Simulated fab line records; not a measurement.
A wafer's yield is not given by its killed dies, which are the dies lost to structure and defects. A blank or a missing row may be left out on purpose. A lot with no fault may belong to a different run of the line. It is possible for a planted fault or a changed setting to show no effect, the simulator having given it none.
Split-lot study ; flow n5_finfet ; 21 wafers read across 7 lots, on a route 1938 steps long

== ON THE SPLIT ==
At N5_BEOL_M14_COAT_22 (resist thk 300 nm), the setting spin_rpm was moved away from the recipe's 2888 rpm on 8 of the 21 wafers read, by -8.9% to +7.7%. All remaining wafers had this setting at the recipe value.

Reading taken at the split's own step.

== THE READING ==
coat_of_BEOL_M14_COAT_22.thk_nm (the simulator's own value, which no gauge read), in nm, at N5_BEOL_M14_COAT_22 (resist thk 300 nm). The file does not state a usual value for it. Across the 13 wafers here that went through the recipe, the average is 299.9 nm and the standard deviation 0.77 nm.

wafer;tool, chamber at the split;spin_rpm as run, rpm;against the recipe;coat_of_BEOL_M14_COAT_22.thk_nm, nm;against lot-mates on the recipe
L075.1;litho_track-03, 0;2888;recipe;300.2;-
L075.4;litho_track-03, 0;2888;recipe;299.2;-
L075.6;litho_track-03, 0;2888;recipe;299.2;-
L076.1;litho_track-01, 0;2888;recipe;301;-
L076.4;litho_track-01, 0;2633;-8.8%;315;+14.0
L076.6;litho_track-01, 0;2633;-8.8%;314.4;+13.4
L078.1;litho_track-03, 0;2726;-5.6%;308.8;+7.4
L078.2;litho_track-03, 0;2726;-5.6%;310.4;+9.0
L078.6;litho_track-03, 0;2888;recipe;301.4;-
L085.1;litho_track-03, 0;2888;recipe;299.8;-
L085.4;litho_track-03, 0;2630;-8.9%;313.4;+13.8
L085.5;litho_track-03, 0;2888;recipe;299.4;-
L089.3;litho_track-02, 0;2888;recipe;299.6;-
L089.5;litho_track-02, 0;3043;+5.4%;291.4;-7.6
L089.6;litho_track-02, 0;2888;recipe;298.4;-
L093.4;litho_track-02, 0;2888;recipe;300.6;-
L093.5;litho_track-02, 0;2888;recipe;300;-
L093.6;litho_track-02, 0;2888;recipe;300;-
L097.3;litho_track-01, 0;3110;+7.7%;289.6;-10.6
L097.5;litho_track-01, 0;3110;+7.7%;289.6;-10.6
L097.6;litho_track-01, 0;2888;recipe;300.2;-

THE FIT
A straight line over all 21 wafers: coat_of_BEOL_M14_COAT_22.thk_nm changes by -1.55 nm for each +1% of spin_rpm; r = -0.99; the points scatter about the line by 0.93 nm.
The same after taking each lot's own level away (the mean of its wafers on the recipe; 21 wafers): -1.48 nm for each +1%; r = -1.00; scatter 0.52 nm.
According to that fit, moving spin_rpm by its largest amount changes the reading by 13 nm.
The span of the lots' own levels, 299.00 to 301.40 nm, comes to 3.1 times the standard deviation stated above.
So the lot-to-lot level changes the slope little: the two slopes agree.
Check: for one of the wafers moved furthest among these (-8.9%), held out of the fit, the line's prediction against its lot-mates is +13.3 nm. It came out at +13.8 nm against them.

== OTHER SPLITS APPLIED TO THESE WAFERS ==
Other splits were also applied to these wafers ahead of the reading. Each is held against what the fit with the lots' levels taken away leaves over:
other split on the same wafers;wafers away from the commonest value;r with coat_of_BEOL_M14_COAT_22.thk_nm (lot level and that fit taken away)
N5_BEOL_M7_ETCH_62 source_w;10;-0.07
N5_BEOL_M8_COAT_22 spin_rpm;7;+0.04
N5_BEOL_M10_COAT_63 spin_rpm;2;-0.29
N5_BEOL_M10_PEB_26 peb_time_s;5;-0.11
N5_BEOL_M10_VIA_ETCH_34 time_s;7;+0.00
N5_BEOL_M10_ETCH_41 source_w;7;-0.11
N5_BEOL_M11_CURE_72 time_s;10;-0.02
N5_BEOL_M11_ALD_74 ald_cycles;9;-0.38
N5_BEOL_M13_EXPOSE_07 dose_mj;13;+0.18

== THE FILE'S OWN FIT ==
coat_of_BEOL_M14_COAT_22.thk_nm changes by -1.49 nm for each +1% of spin_rpm, r = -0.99.
